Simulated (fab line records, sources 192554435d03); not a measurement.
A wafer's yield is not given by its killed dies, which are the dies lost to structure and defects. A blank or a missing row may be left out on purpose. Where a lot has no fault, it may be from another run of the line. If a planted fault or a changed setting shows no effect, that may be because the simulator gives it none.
Struck lot and sound lot, side by side || flow n5-finfet || 15 out of 1938 route steps
Sound: wafers L353.3, L353.5, L353.6. Struck: wafers L364.3, L364.4 (left out: L364.2, a lot-mate that was not struck); the cause follows at the end.
Per side, at each step with rows, come the tool, then ch with its chambers, and then its first start. Under that, the readings that differ: sound wafers || struck wafers || difference of the means || sigmas: that difference in standard deviations of wafers without a fault.
alike: readings whose means differ by less than 2 such deviations, and words and numbers that are the same on both sides. not compared: withheld readings, readings that some wafer has no value for, bounds like >300 that may hide the same value, and numbers for which the record gives no deviation and whose values overlap.
The two part at a step that has a row with sigmas, a row that says differs or no value, or rows on one side only. Non-overlapping numbers with no deviation appear without sigmas and do not part them. A reading that every wafer of one side lacks parts them only if that side has two wafers or more.

N5_BEOL_M15_SPUTTER_45: material Cu, target thk 100 nm, time 16.67 s.
  sound on pvd-sputter-02 at day 11 12:47; struck on pvd-sputter-02 at day 14 22:16
  alike: throttle-valve-pct
then, 2 steps without rows for these wafers: N5_BEOL_M15_ECD_47 (material Cu, target thk 1860 nm); N5_BEOL_M15_ANNEAL_48 (time 90 s).
N5_BEOL_M15_CMP_49: polishes, stops on SiO2, t overpolish 4.9 s, target thk 850 nm.
  sound on cmp-01 ch 0,1,2, day 11 13:47; struck on cmp-01 ch 0,2, day 14 22:56
  alike: barrier-field-endpoint-s, motor-current-A, overpolish-run-s
  not compared: pad-life-wafers
N5_BEOL_M15_THK_MEAS_50: measures by xrf.
  sound on film-metro-02 at day 11 14:01; struck on film-metro-02 at day 14 23:14
  alike: M15_THK
then, 1 step without rows for these wafers: N5_BEOL_M15_PRE_CLEAN_52 (time 15 s).
N5_BEOL_M15_DEP_53: deposits SiCN from 3MS/NH3, target thk 50 nm, time 17.8 s.
  sound on pecvd-01 ch 1,2, day 11 14:04; struck on pecvd-01 ch 1,2, day 14 23:19
  alike: showerhead-plenum-p-Torr, throttle-valve-pct
N5_BEOL_M15_RS_MEAS_54: a four-point-probe measurement.
  sound on film-metro-02 at day 11 14:08; struck on film-metro-02 at day 14 23:23
  alike: M15_RS
N5_BEOL_M15_INSPECT_55: inspects for defects (darkfield).
  sound on defect-inspect-02 at day 11 14:10; struck on defect-inspect-01 at day 14 23:25
  alike: raw-defect-count
N5_BEOL_M15_RC_MEAS_101:
  sound on prober-02 ch 0, day 11 14:30; struck on prober-02 ch 0, day 14 23:36
{"reading": "COMB_M12_max_site (S/m)", "sound": "9.2e-12 7.6e-12 9.2e-12", "struck": "1.21e-11 1.42e-11", "difference": "+4.48e-12", "sigmas": "+2"}
  alike: COMB_M10, COMB_M11, COMB_M12, COMB_M13, COMB_M14, COMB_M15, COMB_M5, COMB_M5_max_site, COMB_M6, COMB_M7, COMB_M8, COMB_M9, SERP_M10, SERP_M11, SERP_M12, SERP_M13, SERP_M14, SERP_M5, SERP_M6, SERP_M7, SERP_M8, SERP_M8_max_site, SERP_M9
N5_PASSIVATION_PECVD_00: deposits SiO2 from SiH4/N2O, target thk 200 nm, time 11.2 s.
  sound on pecvd-04 ch 0,2, day 11 15:10; struck on pecvd-04 ch 1,2, day 15 00:25
  alike: heater-power-w, showerhead-plenum-p-Torr, throttle-valve-pct
N5_MIM_BOT_DEGAS_01: time 60 s.
  sound on pvd-sputter-01 at day 11 20:16; struck on pvd-sputter-03 at day 15 00:59
{"reading": "heater-power-w (W)", "sound": "434 457 434", "struck": "507 528", "difference": "+76", "sigmas": "+2"}
N5_MIM_BOT_SPUTTER_00: material TiN, target thk 35 nm, time 89.7 s.
  sound on pvd-sputter-01 at day 11 20:19; struck on pvd-sputter-03 at day 15 01:02
{"reading": "model.TiN_of_MIM_BOT_SPUTTER_00.thk-nm (nm)", "sound": "35.4 34.6 35.4", "struck": "22.2 22", "difference": -13.0, "sigmas": ""}
  alike: throttle-valve-pct
then, 1 step without rows for these wafers: N5_MIM_TOP_ALD_00 (deposits Al2O3, purge time 3 s, co reactant pulse time 3 s).
N5_PASSIVATION_PROBE_49:
  only the struck wafers here have rows in the record (prober-01, day 15 12:30); the sound ones have none

## WHERE THEY PART
Earliest at N5_BEOL_M15_RC_MEAS_101; latest, in this record, at N5_PASSIVATION_PROBE_49.

WHY: whatever the simulator had introduced
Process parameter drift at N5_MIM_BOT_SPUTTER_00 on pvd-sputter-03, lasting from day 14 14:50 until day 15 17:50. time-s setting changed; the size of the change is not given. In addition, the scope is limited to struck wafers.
